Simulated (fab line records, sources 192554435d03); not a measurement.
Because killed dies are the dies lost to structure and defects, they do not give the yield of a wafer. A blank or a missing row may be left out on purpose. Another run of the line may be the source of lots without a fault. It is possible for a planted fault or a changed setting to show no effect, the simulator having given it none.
Split-lot experiment :: flow n5-finfet :: route with 1938 steps; 7 lots, 21 wafers read

== SPLIT DETAILS ==
At N5_BEOL_M4_ETCH_64 (etches SOC in N2/H2, target depth 75 nm, overetch 22.5 nm, time 121.9 s), the setting bias-w was moved away from the recipe's 150 W on 7 of the 21 wafers read, by +8.3% to +15.1%. For the rest of the wafers, this setting stayed at what the recipe calls for.

Reading taken at the split's own step.

== THE READING ==
rf-vpp-V, in V, at N5_BEOL_M4_ETCH_64 (etches SOC in N2/H2, target depth 75 nm, overetch 22.5 nm, time 121.9 s). Fault-free wafers of this fab line usually give 523.5 V, standard deviation 2.3 V.

wafer: L075.2
tool, chamber at the split: rie-diel-06, 2
bias-w as run, W: 150
against the recipe: recipe
rf-vpp-V, V: 523.1
against lot-mates on the recipe: -

wafer: L075.3
tool, chamber at the split: rie-diel-06, 3
bias-w as run, W: 172.7
against the recipe: +15.1%
rf-vpp-V, V: 573.0
against lot-mates on the recipe: +51.9

wafer: L075.6
tool, chamber at the split: rie-diel-06, 0
bias-w as run, W: 150
against the recipe: recipe
rf-vpp-V, V: 519.1
against lot-mates on the recipe: -

wafer: L081.2
tool, chamber at the split: rie-diel-03, 0
bias-w as run, W: 150
against the recipe: recipe
rf-vpp-V, V: 523.8
against lot-mates on the recipe: -

wafer: L081.3
tool, chamber at the split: rie-diel-03, 2
bias-w as run, W: 168.4
against the recipe: +12.3%
rf-vpp-V, V: 557.6
against lot-mates on the recipe: +33.3

wafer: L081.6
tool, chamber at the split: rie-diel-03, 1
bias-w as run, W: 150
against the recipe: recipe
rf-vpp-V, V: 524.9
against lot-mates on the recipe: -

wafer: L082.2
tool, chamber at the split: rie-diel-06, 1
bias-w as run, W: 150
against the recipe: recipe
rf-vpp-V, V: 525.9
against lot-mates on the recipe: -

wafer: L082.5
tool, chamber at the split: rie-diel-06, 0
bias-w as run, W: 150
against the recipe: recipe
rf-vpp-V, V: 523.0
against lot-mates on the recipe: -

wafer: L082.6
tool, chamber at the split: rie-diel-06, 1
bias-w as run, W: 162.4
against the recipe: +8.3%
rf-vpp-V, V: 553.2
against lot-mates on the recipe: +28.8

wafer: L083.2
tool, chamber at the split: rie-diel-03, 3
bias-w as run, W: 164.5
against the recipe: +9.7%
rf-vpp-V, V: 554.9
against lot-mates on the recipe: +37.0

wafer: L083.3
tool, chamber at the split: rie-diel-03, 1
bias-w as run, W: 164.5
against the recipe: +9.7%
rf-vpp-V, V: 557.2
against lot-mates on the recipe: +39.3

wafer: L083.4
tool, chamber at the split: rie-diel-03, 2
bias-w as run, W: 150
against the recipe: recipe
rf-vpp-V, V: 517.9
against lot-mates on the recipe: -

wafer: L086.2
tool, chamber at the split: rie-diel-06, 3
bias-w as run, W: 150
against the recipe: recipe
rf-vpp-V, V: 524.4
against lot-mates on the recipe: -

wafer: L086.3
tool, chamber at the split: rie-diel-06, 1
bias-w as run, W: 150
against the recipe: recipe
rf-vpp-V, V: 525.0
against lot-mates on the recipe: -

wafer: L086.6
tool, chamber at the split: rie-diel-06, 0
bias-w as run, W: 150
against the recipe: recipe
rf-vpp-V, V: 521.6
against lot-mates on the recipe: -

wafer: L089.1
tool, chamber at the split: rie-diel-05, 3
bias-w as run, W: 150
against the recipe: recipe
rf-vpp-V, V: 524.0
against lot-mates on the recipe: -

wafer: L089.5
tool, chamber at the split: rie-diel-05, 3
bias-w as run, W: 150
against the recipe: recipe
rf-vpp-V, V: 524.4
against lot-mates on the recipe: -

wafer: L089.6
tool, chamber at the split: rie-diel-05, 2
bias-w as run, W: 150
against the recipe: recipe
rf-vpp-V, V: 522.8
against lot-mates on the recipe: -

wafer: L093.1
tool, chamber at the split: rie-diel-03, 1
bias-w as run, W: 164.4
against the recipe: +9.6%
rf-vpp-V, V: 555.7
against lot-mates on the recipe: +30.6

wafer: L093.3
tool, chamber at the split: rie-diel-03, 0
bias-w as run, W: 164.4
against the recipe: +9.6%
rf-vpp-V, V: 554.8
against lot-mates on the recipe: +29.7

wafer: L093.4
tool, chamber at the split: rie-diel-03, 3
bias-w as run, W: 150
against the recipe: recipe
rf-vpp-V, V: 525.1
against lot-mates on the recipe: -

THE FIT
A straight line over all 21 wafers: rf-vpp-V changes by +3.25 V for each +1% of bias-w; r = +0.99; the points scatter about the line by 2.5 V.
The same after taking each lot's own level away (the mean of its wafers on the recipe; 21 wafers): +3.34 V for each +1%; r = +0.99; scatter 2.9 V.
According to that fit, moving bias-w by its largest amount changes the reading by 51 V.
Measured against the standard deviation above, the lots' own levels, which go from 517.90 to 525.10 V, span 3.1 times it.
Hence the lot-to-lot level has little effect on the slope; both slopes agree.
Check: +50.2 V against its lot-mates is what the line predicts for one of the wafers moved furthest among these (+15.1%) when that wafer is left out of the fit. Against them it came out at +51.9 V.
Tool readings at the split's step, against how far the setting was moved: rf-vpp-V r = +0.99.

== THESE WAFERS: OTHER SPLITS ==
These wafers also went through other splits before the reading. Each is held against what the fit with the lots' levels taken away leaves over:
other split on the same wafers: N5_BEOL_M2_VIA_ETCH_34 source-w
wafers away from the commonest value: 4
r with rf-vpp-V (lot level and that fit taken away): -0.11

other split on the same wafers: N5_BEOL_M3_VIA_ETCH_34 bias-w
wafers away from the commonest value: 5
r with rf-vpp-V (lot level and that fit taken away): -0.16

other split on the same wafers: N5_BEOL_M3_TRENCH_ETCH_37 source-w
wafers away from the commonest value: 8
r with rf-vpp-V (lot level and that fit taken away): -0.11

== THE WHOLE CHAIN: every reading that the file lists as answering this split, in the file's order ==
step: N5_BEOL_M4_ETCH_64
what it does: etches SOC in N2/H2, target depth 75 nm, overetch 22.5 nm, time 121.9 s
reading: rf-vpp-V
change (the file's fit): +3.3 V for each +1% of the setting
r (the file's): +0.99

step: N5_BEOL_M4_ETCH_64
what it does: etches SOC in N2/H2, target depth 75 nm, overetch 22.5 nm, time 121.9 s
reading: SiARC_of_BEOL_M4_COAT_62.thk-nm (the simulator's own value, which no gauge read)
change (the file's fit): -0.077 nm for each +1% of the setting
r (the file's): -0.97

== FILE'S OWN FIT ==
rf-vpp-V changes by +3.3 V for each +1% of bias-w, r = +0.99.
